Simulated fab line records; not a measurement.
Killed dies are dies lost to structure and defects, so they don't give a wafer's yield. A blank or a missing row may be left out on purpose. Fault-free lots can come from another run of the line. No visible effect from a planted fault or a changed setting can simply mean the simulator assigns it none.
fab line records + flow n5_finfet
record
- lots=7
- wafers=39
route steps=1938 shown PASSIVATION@1930
start_h: start of the lot's first displayed wafer, in hours after the record's first day + wait_h: time in hours since the lot's previous step + " repeats the value in the row above + L1.1+2: a single row standing in for several wafers + - no value, or no start was given + * or withheld: withheld + < > ~ a bound
route shown NAME@n: a module of which the file shows steps, and the number in the route of the first + usual: the fault-free wafers' mean and standard deviation + same: alike in all rows + chamber/n: place in a boat + sites: each site's reading + _std_site: standard deviation of those values + _edge_site: mean of outer sites minus mean of inner sites + radius_mm: how far each site lies from the wafer's centre + mask NAME#n: copy n + behind: the last tool/chamber to shape the wafer + hold: why the lot went on hold/how many hours it stayed there/how the hold came to an end + device: whichever transistor did not switch (one of n, p or np) + end of line: the tests these same wafers got at the end of their route + step lacking rows: just its recipe + killed: dies lost to structure and defects at the first sort, not the wafer's yield + map: the dies of a wafer, with x for killed, . for not killed, _ for no die there
set.NAME: the setting as run; set.NAME@STEP: as run at that earlier step + model.NAME: the simulator's own value behind a step, which no gauge read
lots where settings were altered on purpose, with a table for each step and a row for each wafer
## steps
# step N5_PASSIVATION_ETCH_54
# recipe
- chemistry=CHF3/O2
- target=SiO2
- target_depth_a=8800
- CHF3_flow_sccm=50
- O2_flow_sccm=5
- Ar_flow_sccm=200
- time_s=440
- mask_material=PR
- pressure_mtorr=30
- source_w=650
- bias_w=170
- ion_energy_ev=200
| lot.wafer | tool        | chamber | start_h | wait_h | set.time_s | model.etch.depth_nm | model.PASSIVATION.feature_depth_nm |
|-----------|-------------|---------|---------|--------|------------|---------------------|------------------------------------|
| L074.1    | rie_diel-02 | 0       | 261.53  | 0.1    | 440        | 878.5               | 878.4                              |
| L074.5    | "           | 3       | "       | "      | 440        | 880.4               | 880.4                              |
| L074.6    | "           | 2       | "       | "      | 440        | 883.9               | 883.8                              |
| L076.1    | rie_diel-02 | 2       | 267.14  | 0.1    | 440        | 869.9               | 870                                |
| L076.2    | "           | 0       | "       | "      | 440        | 878.6               | 878.6                              |
| L076.3    | "           | 3       | "       | "      | 440        | 872.2               | 872.2                              |
| L076.4    | "           | 2       | "       | "      | 440        | 875                 | 875                                |
| L076.5    | "           | 0       | "       | "      | 440        | 876.8               | 876.8                              |
| L076.6    | "           | 3       | "       | "      | 440        | 867.2               | 867.2                              |
| L079.1    | rie_diel-03 | 3       | 290.03  | 0.1    | 440        | 893.1               | 893.2                              |
| L079.2    | "           | 0       | "       | "      | 440        | 894                 | 894                                |
| L079.3    | "           | 2       | "       | "      | 360.4      | 717                 | 717                                |
| L079.4    | "           | 1       | "       | "      | 360.4      | 722.8               | 722.8                              |
| L079.5    | "           | 2       | "       | "      | 360.4      | 717.4               | 717.4                              |
| L079.6    | "           | 1       | "       | "      | 440        | 876.8               | 876.8                              |
| L081.1    | rie_diel-01 | 0       | 295.60  | 0.1    | 440        | 882.7               | 882.6                              |
| L081.2    | "           | 2       | "       | "      | 440        | 867.7               | 867.8                              |
| L081.3    | "           | 1       | "       | "      | 440        | 882.2               | 882.2                              |
| L081.4    | "           | 3       | "       | "      | 440        | 873.6               | 873.6                              |
| L081.5    | "           | 2       | "       | "      | 440        | 874                 | 874                                |
| L081.6    | "           | 1       | "       | "      | 440        | 876.6               | 876.6                              |
| L089.1    | rie_diel-02 | 2       | 351.44  | 0.1    | 440        | 874.5               | 874.4                              |
| L089.2    | "           | 1       | "       | "      | 440        | 883.7               | 883.6                              |
| L089.3    | "           | 0       | "       | "      | 440        | 884                 | 884                                |
| L089.4    | "           | 3       | "       | "      | 440        | 869.4               | 869.4                              |
| L089.5    | "           | 3       | "       | "      | 440        | 867.9               | 868                                |
| L089.6    | "           | 2       | "       | "      | 440        | 880.2               | 880.2                              |
| L090.1    | rie_diel-03 | 0       | 356.28  | 0.1    | 533.3      | 1070                | 1070                               |
| L090.2    | "           | 3       | "       | "      | 440        | 889.9               | 890                                |
| L090.3    | "           | 1       | "       | "      | 440        | 887.7               | 887.6                              |
| L090.4    | "           | 2       | "       | "      | 440        | 905.1               | 905.2                              |
| L090.5    | "           | 2       | "       | "      | 533.3      | 1097                | 1097                               |
| L090.6    | "           | 3       | "       | "      | 533.3      | 1076                | 1076                               |
| L092.1    | rie_diel-03 | 3       | 376.96  | 0.1    | 203.8      | 407.7               | 407.8                              |
| L092.2    | "           | 2       | "       | "      | 203.8      | 415                 | 415                                |
| L092.3    | "           | 1       | "       | "      | 440        | 881.1               | 881                                |
| L092.4    | "           | 0       | "       | "      | 440        | 873.5               | 873.6                              |
| L092.5    | "           | 2       | "       | "      | 203.8      | 415.9               | 416                                |
| L092.6    | "           | 1       | "       | "      | 440        | 878                 | 878                                |
## key
split
- step=N5_PASSIVATION_ETCH_54
- setting=time_s
- stated=440
- by=wafer
response
- step=N5_PASSIVATION_ETCH_54
- reading=model.etch.depth_nm
- change=+8.74
- per=1%
- r=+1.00
response
- step=N5_PASSIVATION_ETCH_54
- reading=model.PASSIVATION.feature_depth_nm
- change=+8.73
- per=1%
- r=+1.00
